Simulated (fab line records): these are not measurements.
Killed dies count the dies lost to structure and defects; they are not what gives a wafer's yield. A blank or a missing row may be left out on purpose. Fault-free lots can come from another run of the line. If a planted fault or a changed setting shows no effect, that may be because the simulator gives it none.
Problem report, 8D (eight disciplines) form, completed by code + flow n5Finfet + the parts of the form that need people (team, actions taken, sign-off) are left out

1. THE PROBLEM
Mean of killedAtOther at N5_PASSIVATION_PROBE_49: 1072.7 across 6 wafers in 2 lots; on wafers with no fault it is 3.2 (standard deviation 3). So: +99 or more standard deviations from the usual mean.
First observed at day 13 05:29: wafer L525.1, on prober-01. The record has a number at this step for 7 wafers belonging to 3 lots. Rule for "out", or "out of limits": more than 4 standard deviations from the usual mean. Any other wafer with a number is counted as sound.

2. WHAT IT IS AND WHAT IT IS NOT
| question                    | is                                                                                                       | is not                                                                                                   |
|-----------------------------|----------------------------------------------------------------------------------------------------------|----------------------------------------------------------------------------------------------------------|
| which readings at this step | killedAtOther, defectLimitedYield, killedDies, killedOnRim, sort_bin_5_function, sortNPass, sortYieldPct | killed_at_M0_to_M3, killedAtContacts, killedAtFrontEnd, killedShort, sort_bin_6_memory, sort_bin_8_speed |
| which lots                  | L525, L528                                                                                               | L538                                                                                                     |
| which wafers of those lots  | all that have a number                                                                                   | -                                                                                                        |
| read on which tools         | prober-01                                                                                                | -                                                                                                        |
| when                        | from day 13 05:29                                                                                        | up to then (0 sound wafers); but 1 sound wafer of L538 came after                                        |

3. THE SUSPECTS, EACH WITH WHAT RULES IT OUT
Counting: a tool at any process step up to the reading remains a suspect when it ran all the lots that are out and ran no sound lot after the first of those.
- cmp-02 at N5_BEOL_M15_CMP_49 (polishes, stops on SiO2, t overpolish 4.9 s, target thk 850 nm): kept. It ran every lot that is out, first L525 (day 12 14:37), and no sound lot after that.
- rieMetal-02 at N5_MIM_TOP_ETCH_ETCH_00 (etches TiN in Cl2/BCl3, target depth 38.5 nm): ruled out as a lasting fault. The sound lots L538 went through it after L525, its earliest lot that is out (day 12 19:47).
- prober-01 at N5_PASSIVATION_PROBE_49: ruled out as a lasting fault. The sound lots L538 went through it after L525, its earliest lot that is out (day 13 05:29).
Left after counting: cmp-02 at N5_BEOL_M15_CMP_49.

4. THE CAUSE (what the simulator had put in)
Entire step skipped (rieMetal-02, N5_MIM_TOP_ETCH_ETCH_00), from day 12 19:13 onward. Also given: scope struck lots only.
It was ruled out by counting, in error; the rule expects a fault to strike all lots run on its tool from its start on, and this fault did not.

5. SEQUENCE OF EFFECTS, ordered by route
Rows list readings where the struck wafers' mean (over those with a number) sits beyond 3 standard deviations from the usual. Only readings for which the record gives a usual standard deviation are gone through. hours: the time from each lot's start at the first step in this table that gives one to its start at this step, as a median over the lots. sigmas: the change in usual standard deviations.
| hours | step                    | reading             | usual  | on struck wafers | change  | sigmas      |
|-------|-------------------------|---------------------|--------|------------------|---------|-------------|
| 0     | N5_PASSIVATION_PROBE_49 | defectLimitedYield  | 91.0 % | 0.0              | -91.0   | -70         |
| 0     | N5_PASSIVATION_PROBE_49 | killedAtOther       | 3.2    | 1072.7           | +1069.5 | +99 or more |
| 0     | N5_PASSIVATION_PROBE_49 | killedDies          | 107    | 1180             | +1073   | +72         |
| 0     | N5_PASSIVATION_PROBE_49 | killedOnRim         | 15     | 152              | +137    | +30         |
| 0     | N5_PASSIVATION_PROBE_49 | sort_bin_5_function | 5.3 %  | 96.3             | +91.0   | +99 or more |
| 0     | N5_PASSIVATION_PROBE_49 | sortNPass           | 1073   | 0                | -1073   | -72         |
| 0     | N5_PASSIVATION_PROBE_49 | sortYieldPct        | 91.0 % | 0.0              | -91.0   | -70         |
The process steps in it:
- N5_PASSIVATION_PROBE_49
Readings that are blank on the struck wafers while sound wafers have them: bcl3FlowSccm at N5_MIM_TOP_ETCH_ETCH_00; biasW at N5_MIM_TOP_ETCH_ETCH_00; drypumpMotorCurrentA at N5_MIM_TOP_ETCH_ETCH_00; oesProductAu at N5_MIM_TOP_ETCH_ETCH_00; throttleValvePct at N5_MIM_TOP_ETCH_ETCH_00.

6. HOW IT WOULD HAVE BEEN CAUGHT EARLIER
The fault began at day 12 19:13; the first out-of-limits reading in this record came at day 13 05:29, 10 hours later.
At N5_MIM_TOP_ETCH_ETCH_00 the tool's readings are blank on the struck wafers, where sound wafers have them: an empty tool record is the first sign, and it was there at once.
